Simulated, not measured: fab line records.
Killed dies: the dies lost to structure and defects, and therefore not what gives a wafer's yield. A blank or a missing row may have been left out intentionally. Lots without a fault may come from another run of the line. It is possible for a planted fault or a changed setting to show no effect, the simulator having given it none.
A lot that was struck, set against a sound lot / flow n5Finfet / 14 out of 1938 route steps
Sound: wafers L381.1, L381.2, L381.4. Wafers L387.3, L387.5, L387.6 were the ones struck. Last of all comes the cause.
Each step with rows lists, per side, the tool, then ch with its chambers, then its first start. Under that, the readings that differ: sound wafers / struck wafers / difference of the means / sigmas: that difference in standard deviations of wafers without a fault.
alike: readings with means less than 2 such deviations apart, plus words and numbers identical on both sides. not compared: withheld readings, readings lacking a value on some wafer, bounds such as >300 that could conceal the same value, and numbers that have no deviation in the record and whose values overlap.
The two part at a step that has a row with sigmas, a row that says differs or no value, or rows on one side only. Non-overlapping numbers with no deviation appear without sigmas and do not part them. Lack of a reading on every wafer of one side parts them only where that side has two or more wafers.

N5_BEOL_M3_INSPECT_59: inspects for defects (darkfield).
  struck on defectInspect-01, day 11 23:19; sound on defectInspect-01, day 10 09:56
  alike: rawDefectCount
N5_BEOL_M4_ILD_DEP_00: deposits SiOC from DEMS/O2, target thk 79 nm, time 15.3 s.
  sound on pecvd-01 ch 0,1, day 10 09:58; struck on pecvd-02 ch 0,1,2, day 11 23:21
  alike: heaterPowerW, showerheadPlenumPTorr, throttleValvePct
N5_BEOL_M4_THK_MEAS_01:
  struck on filmMetro-01, day 11 23:25; sound on filmMetro-02, day 10 10:02
  alike: M4_ILD_THK
N5_BEOL_M4_PECVD_72: deposits SiO2 from TEOS/O2, target thk 16 nm, time 18 s.
  sound on pecvd-02 ch 1,2, day 10 10:04; struck on pecvd-01 ch 1,2, day 11 23:28
  alike: heaterPowerW, showerheadPlenumPTorr, throttleValvePct
N5_BEOL_M4_HM_DEP_02: deposits TiN, target thk 20 nm.
  struck on pvdSputter-03, day 12 00:55; sound on pvdSputter-01, day 10 10:40
  alike: substrateTempC, throttleValvePct
then, 7 steps without rows for these wafers: N5_BEOL_M4_COAT_61 (time 60 s, resist thk 60 nm); N5_BEOL_M4_COAT_62 (time 60 s, resist thk 12 nm); N5_BEOL_M4_COAT_73 (time 60 s, resist thk 5 nm); N5_BEOL_M4_COAT_05 (resist thk 30 nm); N5_BEOL_M4_EBR_07; N5_BEOL_M4_SOFTBAKE_06 (time 60 s); N5_BEOL_M4_EXPOSE_08 (exposes mask M4).
N5_BEOL_M4_PEB_09: peb time 60 s.
  struck on lithoTrack-05, day 12 01:22; sound on lithoTrack-02 ch 0, day 10 10:59
  no value came back on the struck wafers for chillPlateTempC (C), exhaustPa (Pa); on the sound wafers chillPlateTempC (C) reads 22.91 22.96 23.04
then, 1 step without rows for these wafers: N5_BEOL_M4_DEVELOP_10 (develop time 30 s).

WHERE THEY PART
Within this record, at N5_BEOL_M4_PEB_09 only.

WHY: whatever the simulator had introduced
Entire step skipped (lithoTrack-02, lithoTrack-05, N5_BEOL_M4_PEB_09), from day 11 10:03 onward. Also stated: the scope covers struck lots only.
